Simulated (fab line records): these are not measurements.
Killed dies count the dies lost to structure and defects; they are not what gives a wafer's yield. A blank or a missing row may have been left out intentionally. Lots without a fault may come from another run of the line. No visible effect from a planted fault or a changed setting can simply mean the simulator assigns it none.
What tool caused it?    flow nand_harc    10 lots, 30 wafers sampled, at 6 steps of a route of 1302

WHAT EACH GAUGE READ, for each wafer
NHARC_A_CHANNEL_HOLE_D2_INSPECT_40.
lot   measured      on                 raw_defect_count
L639  day 13 17:31  defect_inspect-01  312 313 235
L642  day 14 15:45  defect_inspect-01  448 355 261
L641  day 14 19:43  defect_inspect-01  289 303 291
L640  day 14 19:56  defect_inspect-02  457 245 277
L651  day 18 21:29  defect_inspect-02  371 1268 375
L652  day 19 07:16  defect_inspect-02  1366 1345 264
L654  day 20 06:30  defect_inspect-01  155 188 287
L656  day 20 17:13  defect_inspect-02  321 329 257
L658  day 22 02:58  defect_inspect-01  285 266 258
L661  day 23 05:44  defect_inspect-02  188 207 177

NHARC_END_SORT_01.
lot   measured      on         killed_at_array  killed_at_other  killed_at_periphery  killed_dies  killed_open  killed_short
L651  day 30 06:54  prober-02  43 123 48        0 1 0            1 3 5                44 127 53    0 2 3        2 4 2
L652  day 30 14:46  prober-02  114 127 53       0 0 1            2 5 1                116 132 55   2 2 3        2 1 3

WHAT TOOL EACH LOT RAN ON (gives the tool, then ch and the chambers of the sampled wafers, and finally the start)
lot   NHARC_A_CHANNEL_HOLE_D2_ETCH_20   NHARC_A_CHANNEL_HOLE_D2_ETCH_24   NHARC_A_CHANNEL_HOLE_D2_ETCH_25   NHARC_A_CHANNEL_HOLE_D2_ETCH_44
L639  har_etch-01 ch 0,1, day 13 11:53  har_etch-01 ch 0,1, day 13 13:55  har_etch-01 ch 0,1, day 13 14:41  rie_diel-06 ch 0,1,2, day 13 16:32
L642  har_etch-01 ch 0,1, day 14 10:11  har_etch-01 ch 0,1, day 14 12:11  har_etch-01 ch 0,1, day 14 12:58  rie_diel-10 ch 0,1,3, day 14 14:47
L641  har_etch-02 ch 0,1, day 14 14:08  har_etch-02 ch 0,1, day 14 16:09  har_etch-02 ch 0,1, day 14 16:55  rie_diel-06 ch 0,1, day 14 18:45
L640  har_etch-01 ch 0,1, day 14 14:20  har_etch-01 ch 0,1, day 14 16:20  har_etch-01 ch 0,1, day 14 17:07  rie_diel-10 ch 0,1,2, day 14 18:56
L651  har_etch-01 ch 0,1, day 18 15:59  har_etch-01 ch 0,1, day 18 18:04  har_etch-01 ch 0,1, day 18 18:50  rie_diel-06 ch 1,3, day 18 20:31
L652  har_etch-01 ch 0,1, day 19 01:43  har_etch-01 ch 0,1, day 19 03:43  har_etch-01 ch 0,1, day 19 04:29  rie_diel-10 ch 0,2,3, day 19 06:17
L654  har_etch-02 ch 0,1, day 20 00:55  har_etch-02 ch 0,1, day 20 03:09  har_etch-02 ch 0,1, day 20 03:59  rie_diel-06 ch 0,1,2, day 20 05:25
L656  har_etch-02 ch 0,1, day 20 11:38  har_etch-02 ch 0,1, day 20 13:44  har_etch-02 ch 0,1, day 20 14:32  rie_diel-10 ch 1,2, day 20 16:13
L658  har_etch-02 ch 0,1, day 21 21:20  har_etch-02 ch 0,1, day 21 23:22  har_etch-02 ch 0,1, day 22 00:09  rie_diel-01 ch 1,2, day 22 01:59
L661  har_etch-02 ch 0,1, day 23 00:11  har_etch-02 ch 0,1, day 23 02:11  har_etch-02 ch 0,1, day 23 02:57  rie_diel-01 ch 0,1,3, day 23 04:46
- NHARC_A_CHANNEL_HOLE_D2_ETCH_20: etches the open film in C4F8/O2/Ar, time 361.9 s, target depth 1600 nm.
- NHARC_A_CHANNEL_HOLE_D2_ETCH_24: etches the open film in C4F8/O2/Ar, time 906.2 s, target depth 1500 nm.
- NHARC_A_CHANNEL_HOLE_D2_ETCH_25: etches the open film in C4F8/O2/Ar, time 1040.2 s, target depth 1500 nm.
- NHARC_A_CHANNEL_HOLE_D2_ETCH_44: etches the open film in CF4/O2, target depth 140 nm, overetch 14 nm, time 77 s.

AS READ BY THE TOOLS THEMSELVES (means over the sampled wafers that have a number; for cases with no such wafer, the mark the record gives instead)
NHARC_A_CHANNEL_HOLE_D2_ETCH_20.
lot   tool         drypump_motor_current_A (A)  mfc_ar_sccm (sccm)  showerhead_plenum_p_Torr (Torr)  throttle_valve_pct (%)
L639  har_etch-01  6.1                          375.4               3.62                             32.150
L642  har_etch-01  6.4                          375.5               3.56                             32.161
L641  har_etch-02  6.1                          375.2               3.56                             32.160
L640  har_etch-01  6.1                          374.4               3.62                             32.155
L651  har_etch-01  6.3                          376.4               3.52                             32.155
L652  har_etch-01  6.1                          375.8               3.58                             32.157
L654  har_etch-02  6.1                          375.7               3.84                             32.160
L656  har_etch-02  6.1                          375.8               3.83                             32.152
L658  har_etch-02  6.1                          374.5               3.82                             32.152
L661  har_etch-02  6.1                          374.8               3.81                             32.150

NHARC_A_CHANNEL_HOLE_D2_ETCH_24.
lot   tool         drypump_motor_current_A (A)  mfc_ar_sccm (sccm)  showerhead_plenum_p_Torr (Torr)  throttle_valve_pct (%)
L639  har_etch-01  6.1                          375.1               3.62                             32.230
L642  har_etch-01  6.3                          373.7               3.55                             32.242
L641  har_etch-02  6.1                          374.3               3.55                             32.235
L640  har_etch-01  6.1                          376.2               3.61                             32.243
L651  har_etch-01  6.3                          374.5               3.52                             32.237
L652  har_etch-01  6.1                          373.5               3.58                             32.231
L654  har_etch-02  6.1                          374.8               3.83                             32.234
L656  har_etch-02  6.1                          375.3               3.83                             32.248
L658  har_etch-02  6.1                          375.6               3.81                             32.231
L661  har_etch-02  6.1                          375.5               3.81                             32.236

NHARC_A_CHANNEL_HOLE_D2_ETCH_25.
lot   tool         drypump_motor_current_A (A)  mfc_ar_sccm (sccm)  showerhead_plenum_p_Torr (Torr)  throttle_valve_pct (%)
L639  har_etch-01  6.1                          375.1               3.62                             32.235
L642  har_etch-01  6.4                          375.8               3.55                             32.227
L641  har_etch-02  6.1                          373.2               3.55                             32.228
L640  har_etch-01  6.1                          375.0               3.61                             32.242
L651  har_etch-01  6.4                          373.9               3.52                             32.238
L652  har_etch-01  6.1                          375.0               3.58                             32.241
L654  har_etch-02  6.1                          374.9               3.83                             32.233
L656  har_etch-02  6.1                          373.9               3.83                             32.237
L658  har_etch-02  6.1                          374.9               3.81                             32.232
L661  har_etch-02  6.1                          373.9               3.80                             32.236

NHARC_A_CHANNEL_HOLE_D2_ETCH_44.
lot   tool         drypump_motor_current_A (A)  mfc_ar_sccm (sccm)  oes_product_au (a.u.)  rf_vpp_V (V)  showerhead_plenum_p_Torr (Torr)  throttle_valve_pct (%)
L639  rie_diel-06  5.3                          0.000               1.002                  196.0         1.28                             13.401
L642  rie_diel-10  5.7                          0.000               1.004                  198.3         1.36                             13.401
L641  rie_diel-06  5.1                          0.000               0.984                  197.0         1.29                             13.394
L640  rie_diel-10  5.6                          0.000               1.004                  198.7         1.38                             13.398
L651  rie_diel-06  5.9                          0.000               0.997                  195.6         1.28                             13.400
L652  rie_diel-10  5.7                          0.000               1.003                  197.9         1.33                             13.386
L654  rie_diel-06  5.3                          0.000               0.995                  196.7         1.28                             13.391
L656  rie_diel-10  5.4                          0.000               0.994                  197.5         1.35                             13.392
L658  rie_diel-01  5.5                          0.008               0.997                  196.7         1.32                             13.398
L661  rie_diel-01  5.6                          0.004               0.993                  197.4         1.32                             13.400

THE ANSWER, worked out from the rows above alone
Rule: what is usual is taken from the lots themselves. The widest of any qualifying gaps counts: lots, ordered by their means at a reading, are off when they make up no more than a third of the lots, leave a main group of 4 or more, and stand apart from it by 3 or more times the standard deviation of that group's means. If all means in a main group match to the digits the tables above print for the reading, that group is not used. A lot without any number at a reading at which 4 lots or more have one is off too. All remaining lots with rows at the step are treated as sound. After the gauges, taken in route order, come the tools' own readings; for these a lot's mean is taken, as printed above. The first step at which some lot is off is used, and at that step the reading that is off furthest; a lot without a number counts as furthest.
Off, at NHARC_A_CHANNEL_HOLE_D2_INSPECT_40 on raw_defect_count: L651, L652. The main group: mean 279, standard deviation 52.
If a tool, at a process step before that reading, ran all the lots that are off and no sound lot after the first of them, it fits. Gauges at NHARC_A_CHANNEL_HOLE_D2_INSPECT_40: tried the same way as those tools. One fits: NHARC_A_CHANNEL_HOLE_D2_ETCH_20 and NHARC_A_CHANNEL_HOLE_D2_ETCH_24 and NHARC_A_CHANNEL_HOLE_D2_ETCH_25 on har_etch-01. At NHARC_A_CHANNEL_HOLE_D2_ETCH_20 its last sound lot is L640 (day 14 14:20), its first lot that is off L651 (day 18 15:59): a fault that began between those two fits.

WHAT WAS PUT IN BY THE SIMULATOR
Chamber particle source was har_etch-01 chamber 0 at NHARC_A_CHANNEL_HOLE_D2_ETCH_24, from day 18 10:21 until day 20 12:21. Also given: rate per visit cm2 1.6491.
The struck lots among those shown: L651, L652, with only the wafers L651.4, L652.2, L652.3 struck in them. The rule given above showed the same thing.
